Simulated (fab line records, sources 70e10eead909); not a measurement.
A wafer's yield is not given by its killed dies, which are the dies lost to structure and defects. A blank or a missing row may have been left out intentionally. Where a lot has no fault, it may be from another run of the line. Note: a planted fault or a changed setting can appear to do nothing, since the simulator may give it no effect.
Commonality check across tools ; flow nand-harc ; 13 lots, 39 wafers sampled

WHAT PROMPTED THE OPENING
Flagged at NHARC_END_SORT_01: reading killed-at-array, on 1 of 13 lots. Wafers without a fault read 64, standard deviation 16.
Rule: flag the lot when none of its wafers has a number, or when each of its wafers that has one lies beyond 4 standard deviations from that mean. All remaining lots are regarded as sound.

lot;measured;on;killed-at-array, wafer by wafer;flag
L193;day 24 07:14;prober-01;88 73 71;
L195;day 24 23:45;prober-02;46 40 40;
L194;day 24 23:50;prober-01;77 100 88;
L196;day 25 08:20;prober-02;54 66 51;
L198;day 26 01:19;prober-02;83 75 88;
L199;day 26 21:53;prober-01;71 74 78;
L200;day 27 15:21;prober-02;50 51 62;
L202;day 28 04:12;prober-01;61 63 58;
L201;day 28 16:53;prober-01;64 62 50;
L207;day 30 12:36;prober-02;667 669 667;FLAGGED
L213;day 32 07:51;prober-02;67 84 71;
L212;day 32 18:23;prober-01;69 54 62;
L216;day 34 03:35;prober-02;54 56 45;
Average over the flagged lots: 668; offset from the usual +604, equal to +38 standard deviations.

LOT BY LOT: THE TOOL USED
Before the reading, the record contains 4 process steps out of a 1302-step route. Every cell lists first the tool, next ch and the chambers used by the sampled wafers, and last the start.
lot;flag;NHARC_A_STAIRCASE_CVD_552;NHARC_THIN_TSV_STRIP_62;NHARC_THIN_TSV_PRE_CLEAN_50;NHARC_THIN_TSV_ANNEAL_52
L193;;lpcvd-01 ch 1, day 17 11:53;plasma-asher-02 ch 0,1, day 23 16:59;pvd-sputter-01, day 23 18:22 or earlier;rtp-anneal-02 ch 0, day 23 18:22
L195;;lpcvd-02 ch 0, day 18 04:49;plasma-asher-02 ch 0,1, day 24 12:46;pvd-sputter-02, day 24 14:07 or earlier;rtp-anneal-01 ch 0, day 24 14:07
L194;;lpcvd-01 ch 1, day 17 20:58;plasma-asher-02 ch 0,1, day 24 11:30;pvd-sputter-01, day 24 13:19 or earlier;rtp-anneal-02 ch 0, day 24 13:19
L196;;lpcvd-02 ch 0, day 18 04:49;plasma-asher-02 ch 0,1, day 24 10:13;pvd-sputter-01, day 24 11:37 or earlier;rtp-anneal-01 ch 0, day 24 11:37
L198;;lpcvd-01 ch 0, day 19 05:32;plasma-asher-01 ch 0, day 25 10:13;pvd-sputter-02, day 25 11:39 or earlier;rtp-anneal-02 ch 0, day 25 11:39
L199;;lpcvd-01 ch 1, day 19 23:51;plasma-asher-01 ch 0,1, day 26 08:51;pvd-sputter-01, day 26 10:14 or earlier;rtp-anneal-01 ch 0, day 26 10:14
L200;;lpcvd-01 ch 1, day 20 17:29;plasma-asher-01 ch 0,1, day 27 01:20;pvd-sputter-01, day 27 02:45 or earlier;rtp-anneal-01 ch 0, day 27 02:45
L202;;lpcvd-01 ch 0, day 21 09:17;plasma-asher-02 ch 0,1, day 27 15:00;pvd-sputter-03, day 27 16:32 or earlier;rtp-anneal-01 ch 0, day 27 16:32
L201;;lpcvd-01 ch 0, day 21 00:01;plasma-asher-01 ch 0,1, day 28 05:01;pvd-sputter-02, day 28 06:25 or earlier;rtp-anneal-02 ch 0, day 28 06:25
L207;FLAGGED;lpcvd-01 ch 0, day 23 05:01;no row;no row;no row
L213;;lpcvd-02 ch 1, day 25 09:56;plasma-asher-02 ch 0,1, day 31 21:04;pvd-sputter-02, day 31 22:25 or earlier;rtp-anneal-02 ch 0, day 31 22:25
L212;;lpcvd-02 ch 1, day 25 09:56;plasma-asher-01 ch 0,1, day 32 05:56;pvd-sputter-01, day 32 07:18 or earlier;rtp-anneal-01 ch 0, day 32 07:18
L216;;lpcvd-01 ch 0, day 27 10:29;plasma-asher-02 ch 0,1, day 33 13:57;pvd-sputter-01, day 33 15:20 or earlier;rtp-anneal-01 ch 0, day 33 15:20
What the steps here do:
- NHARC_A_STAIRCASE_CVD_552: deposits SiNx, target thk 40 nm.
- NHARC_THIN_TSV_STRIP_62: strips in N2/H2, time 20 s.
- NHARC_THIN_TSV_PRE_CLEAN_50: time 30 s.
- NHARC_THIN_TSV_ANNEAL_52: time 90 s.
- NHARC_END_SORT_01

FLAGGED AGAINST TOTAL, ONE TOOL AT A TIME (gauges that did the reading follow at the end)
step;tool;lots run;flagged;share of the flagged lots;sound lots run after its first flagged lot
NHARC_A_STAIRCASE_CVD_552;lpcvd-01;9;1;all;1 (L216)
NHARC_A_STAIRCASE_CVD_552;lpcvd-02;4;0;none;-
NHARC_THIN_TSV_STRIP_62;plasma-asher-01;5;0;none;-
NHARC_THIN_TSV_STRIP_62;plasma-asher-02;7;0;none;-
NHARC_THIN_TSV_PRE_CLEAN_50;pvd-sputter-01;7;0;none;-
NHARC_THIN_TSV_PRE_CLEAN_50;pvd-sputter-02;4;0;none;-
NHARC_THIN_TSV_PRE_CLEAN_50;pvd-sputter-03;1;0;none;-
NHARC_THIN_TSV_ANNEAL_52;rtp-anneal-01;7;0;none;-
NHARC_THIN_TSV_ANNEAL_52;rtp-anneal-02;5;0;none;-
NHARC_END_SORT_01;prober-01;6;0;none;-
NHARC_END_SORT_01;prober-02;7;1;all;2 (L213,L216)
With no start given for some of its lots, NHARC_THIN_TSV_PRE_CLEAN_50 uses the hours and lot order of NHARC_THIN_TSV_ANNEAL_52.

WHAT THE TABLE ALLOWS
Rows of the table that ran all the flagged lots, 2 in number: lpcvd-01 at NHARC_A_STAIRCASE_CVD_552; prober-02 at NHARC_END_SORT_01.
- lpcvd-01 at NHARC_A_STAIRCASE_CVD_552 ran 9 lots, 1 of them flagged. After the first flagged lot (L216), sound lots still ran on it; a lasting fault on the whole tool would not permit that.
- prober-02 at NHARC_END_SORT_01 ran 7 lots, 1 of them flagged. After the first flagged lot (L213, L216), sound lots still ran on it; a lasting fault on the whole tool would not permit that.
None of the table's rows ran every flagged lot and, after the first, no sound lot.

WHAT WAS PUT IN BY THE SIMULATOR
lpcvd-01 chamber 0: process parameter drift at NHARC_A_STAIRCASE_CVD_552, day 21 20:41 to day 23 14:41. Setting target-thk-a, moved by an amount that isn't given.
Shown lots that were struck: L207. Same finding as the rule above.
